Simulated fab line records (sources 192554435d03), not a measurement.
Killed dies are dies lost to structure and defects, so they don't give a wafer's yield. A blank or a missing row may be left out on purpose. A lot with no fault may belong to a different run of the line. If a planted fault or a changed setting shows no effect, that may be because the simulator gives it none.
What tool caused it?	flow n5Finfet	7 lots with 21 wafers sampled at 3 steps, on a route of 1938 steps

## WHAT THE GAUGES SHOWED, per wafer
N5_BEOL_M11_OCD_MEAS_38.
lot	measured	on	trenchDepthNm (nm)
L752	day 13 15:35	ocd-01	147.2 149.8 146.7
L754	day 14 06:17	ocd-01	147.6 149.6 149.3
L769	day 19 02:20	ocd-02	146.9 145.7 150.3
L766	day 19 19:56	ocd-01	146.5 150.0 149.0
L763	day 20 06:04	ocd-02	147.4 150.0 148.3
L756	day 20 13:37	ocd-01	124.2 124.4 125.1
L770	day 20 13:08	ocd-02	148.2 147.0 147.2

## EACH LOT AND THE TOOL THAT RAN IT (in order: tool; ch and the chambers of the sampled wafers; start)
lot	N5_BEOL_M11_VIA_ETCH_34	N5_BEOL_M11_TRENCH_ETCH_37
L752	rieDiel-03 ch 0,2,3, day 13 15:19	rieDiel-03 ch 0,2,3, day 13 15:25
L754	rieDiel-03 ch 0,2,3, day 14 06:00	rieDiel-03 ch 0,2,3, day 14 06:06
L769	rieDiel-01 ch 1,2,3, day 19 02:02	rieDiel-01 ch 1,2,3, day 19 02:09
L766	rieDiel-01 ch 0,2, day 19 19:40	rieDiel-01 ch 0,2, day 19 19:46
L763	rieDiel-06 ch 0,1,2, day 20 05:47	rieDiel-06 ch 0,1,2, day 20 05:53
L756	rieDiel-03 ch 0,2, day 20 13:20	rieDiel-03 ch 0,2, day 20 13:26
L770	rieDiel-01 ch 1,2, day 20 12:51	rieDiel-01 ch 1,2, day 20 12:57
- N5_BEOL_M11_VIA_ETCH_34: etches SiCOH lowk in C4F6/O2, target depth 184.5 nm, time 69.2 s.
- N5_BEOL_M11_TRENCH_ETCH_37: etches SiCOH lowk in C4F6/O2, target depth 148.83 nm, time 48 s.

## THE ANSWER, worked out from the rows above alone
Rule: what is usual is taken from the lots themselves. Put in order of their means at a reading, lots are off if they are a third of the lots or fewer, leave a main group of 4 or more, and stand apart from it by a gap of 3 or more times the standard deviation of the main group's means; of several such gaps the widest counts. Not used: any main group whose means are identical at the precision the tables above print for the reading. A lot without any number at a reading at which 4 lots or more have one is off too. Any other lot the step has rows for is counted as sound.
Off at N5_BEOL_M11_OCD_MEAS_38 (trenchDepthNm): L756. Mean 148.2 nm and standard deviation 0.51 in the main group.
A tool fits if, at a process step before that reading, it ran every lot that is off, and no sound lot after the first of them. The gauges at N5_BEOL_M11_OCD_MEAS_38 are tried like those tools. Can't be told from this: 2 tools fit, rieDiel-03 at N5_BEOL_M11_VIA_ETCH_34 and N5_BEOL_M11_TRENCH_ETCH_37, ocd-01 at N5_BEOL_M11_OCD_MEAS_38.

## WHAT THE SIMULATOR PUT IN
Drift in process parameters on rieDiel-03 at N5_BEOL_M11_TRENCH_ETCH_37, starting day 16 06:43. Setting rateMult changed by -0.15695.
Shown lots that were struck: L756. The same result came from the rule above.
